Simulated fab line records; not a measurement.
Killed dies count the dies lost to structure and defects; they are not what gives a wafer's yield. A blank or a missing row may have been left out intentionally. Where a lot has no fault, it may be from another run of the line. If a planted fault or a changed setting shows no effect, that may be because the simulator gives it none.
A lot that was struck, set against a sound lot | flow n5_finfet | 16 out of 1938 route steps
Sound: these wafers, L453.1, L453.4, L453.5. The struck wafers were L462.1, L462.3, L462.4. Last of all comes the cause.
Per side, at each step with rows, come the tool, then ch with its chambers, and then its first start. Under that, the readings that differ: sound wafers | struck wafers | difference of the means | sigmas: that difference in standard deviations of wafers without a fault.
alike: readings with means less than 2 such deviations apart, plus words and numbers identical on both sides. not compared: withheld readings, readings lacking a value on some wafer, bounds such as >300 that could conceal the same value, and numbers that have no deviation in the record and whose values overlap.
Wherever a step has rows on one side only, a row that says differs or no value, or a row with sigmas, the two part there. Numbers that don't overlap but have no deviation are shown without sigmas and don't part them. A reading that every wafer of one side lacks parts them only if that side has two wafers or more.

N5_BEOL_M1_CMP_52: polishes, stops on SiOC, t overpolish 6.8 s, target thk 40 nm.
  sound on cmp-03 ch 2,3, day 7 15:05; struck on cmp-01 ch 0,1,3, day 9 13:16
  alike: barrier_field_endpoint_s, motor_current_A, overpolish_run_s, time_to_endpoint_s
N5_BEOL_M1_THK_MEAS_53: measures by xrf.
  sound: film_metro-02 at day 7 15:21; struck: film_metro-01 at day 9 13:33
  alike: M1_THK
N5_BEOL_M1_PRE_CLEAN_60: time 15 s.
  sound on cvd_co-02 ch 0,2, day 7 15:23; struck on cvd_co-02 ch 0,2, day 9 13:35
  alike: heater_power_w
N5_BEOL_M1_CO_CAP_55: material Co, precursor CCTBA/H2, target thk 2 nm, time 102.1 s.
  sound on cvd_co-02 ch 0,2, day 7 15:25; struck on cvd_co-02 ch 0,2, day 9 13:38
  alike: heater_power_w
then, 2 steps without rows for these wafers: N5_BEOL_M1_PRE_CLEAN_56 (time 15 s); N5_BEOL_M1_DEP_57 (deposits SiCN from 3MS/NH3, target thk 8 nm, time 14 s).
N5_BEOL_M1_RS_MEAS_58: a four-point-probe measurement.
  sound: film_metro-01 at day 7 15:37; struck: film_metro-02 at day 9 13:49
  alike: M1_RS
N5_BEOL_M1_INSPECT_59: inspects for defects (darkfield).
  sound: defect_inspect-01 at day 7 15:39; struck: defect_inspect-02 at day 9 13:50
  alike: raw_defect_count
then, 1 step without rows for these wafers: N5_BEOL_M2_ILD_DEP_00 (deposits SiOC from DEMS/O2, target thk 79 nm, time 15.3 s).
N5_BEOL_M2_THK_MEAS_01:
  sound: film_metro-02 at day 7 15:48; struck: film_metro-01 at day 9 13:58
  alike: M2_ILD_THK
N5_BEOL_M2_PECVD_72: deposits SiO2 from TEOS/O2, target thk 16 nm, time 18 s.
  sound on pecvd-04 ch 0,2, day 7 15:50; struck on pecvd-03 ch 0,1, day 9 14:00
  alike: heater_power_w, showerhead_plenum_p_Torr, throttle_valve_pct
N5_BEOL_M2_HM_DEP_02: deposits TiN, target thk 20 nm.
  sound: pvd_sputter-02 at day 7 17:26; struck: pvd_sputter-03 at day 9 14:37
  alike: throttle_valve_pct
N5_BEOL_M2_COAT_61: time 60 s, resist thk 60 nm.
  sound on litho_track-01 ch 0, day 7 17:34; struck on litho_track-01 ch 0, day 9 14:44
  reading                  | sound                | struck               | difference | sigmas
  chill_plate_temp_C (C)   | 22.94 22.98 22.90    | 23.13 23.24 23.14    | +0.23      | +2
  heater_power_total_W (W) | 500.8 497.3 499.7    | 496.5 495.1 492.4    | -4.6       | -3
  plate_temp_C (C)         | 250.00 250.40 250.01 | 247.65 247.51 247.28 | -2.66      | -18
  alike: resist_line_temp_C
then, 1 step without rows for these wafers: N5_BEOL_M2_COAT_62 (time 60 s, resist thk 12 nm).
-- here the record skips 2 days between the struck wafers' starts before and after, leaving off in module BEOL_M2 and picking up in module BEOL_M4 (first step shown: number 1111 of the route) --
N5_BEOL_M4_RC_MEAS_101:
  sound on prober-02 ch 0, day 9 21:05; struck on prober-01 ch 0, day 11 17:31
  alike: DIBL_N, DIBL_P, IOFF_N, IOFF_P, ION_N, ION_P, SS_N, SS_P, VT_N, VT_P
N5_PASSIVATION_PROBE_49:
  rows exist in the record for the sound wafers here (prober-02, day 14 11:22), none for the struck ones

== WHERE THEY PART ==
First at N5_BEOL_M2_COAT_61; last, within this record, at N5_PASSIVATION_PROBE_49.

WHY: what the simulator had put in
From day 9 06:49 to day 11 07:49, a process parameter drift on litho_track-01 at N5_BEOL_M2_COAT_61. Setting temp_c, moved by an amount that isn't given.
